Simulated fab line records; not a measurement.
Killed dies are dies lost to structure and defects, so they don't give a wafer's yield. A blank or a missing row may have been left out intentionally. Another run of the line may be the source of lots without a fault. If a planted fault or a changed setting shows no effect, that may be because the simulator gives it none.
Chamber matching + flow n5Finfet + N5_MOL_CONTACT_COAG_DESCUM_13 on rieDiel-02 has 4 sister chambers
The step chemistry O2, time 7 s. 7 wafers are shown with their chamber, then 8 later ones without.

== EACH WAFER AND ITS CHAMBER ==
| wafer  | chamber | showerheadPlenumPTorr (Torr) | oesProductAu (a.u.) |
|--------|---------|------------------------------|---------------------|
| L080.6 | 1       | 2.06                         | 0.93                |
| L083.1 | 2       | 1.97                         | 0.70                |
| L083.3 | 3       | 2.20                         | 0.84                |
| L088.2 | 0       | 2.17                         | 0.73                |
| L088.3 | 1       | 2.05                         | 0.90                |
| L088.5 | 2       | 1.97                         | 0.70                |
| L091.2 | 0       | 2.16                         | 0.73                |

== WAFERS WHOSE CHAMBER IS MISSING ==
| wafer  | showerheadPlenumPTorr (Torr) | oesProductAu (a.u.) |
|--------|------------------------------|---------------------|
| L091.5 | 2.05                         | 0.88                |
| L091.6 | 2.16                         | 0.72                |
| L092.1 | 2.16                         | 0.71                |
| L092.5 | 2.05                         | 0.89                |
| L092.6 | 2.16                         | 0.72                |
| L096.1 | 2.16                         | 0.71                |
| L096.3 | 2.23                         | 0.93                |
| L096.4 | 2.04                         | 0.87                |

== THE CHAMBER EACH PASSED THROUGH ==
| wafer  | from the rows above | in truth                   |
|--------|---------------------|----------------------------|
| L091.5 | 1                   | 1                          |
| L091.6 | 0                   | 0                          |
| L092.1 | 0                   | 0                          |
| L092.5 | 1                   | 1                          |
| L092.6 | 0                   | 0                          |
| L096.1 | 0                   | 0                          |
| L096.3 | 3                   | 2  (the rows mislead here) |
| L096.4 | 1                   | 1                          |
Placed correctly: 7 of 8. Left unplaced by these rows: 0. Number placed wrongly: 1.
How it was worked out, from the rows above alone: a wafer's distance from a chamber is the root of the sum, over the readings, of the square of ((its reading less the chamber's mean) divided by the reading's scatter). The wafer belongs to the nearest chamber; if the next one is less than 2 further off, it can't be placed. For every chamber, the mean is computed from those of its wafers that are shown. The scatter is the square root of a quotient: the sum, over the shown wafers, of each reading's squared deviation from its chamber's mean, divided by wafers minus chambers.
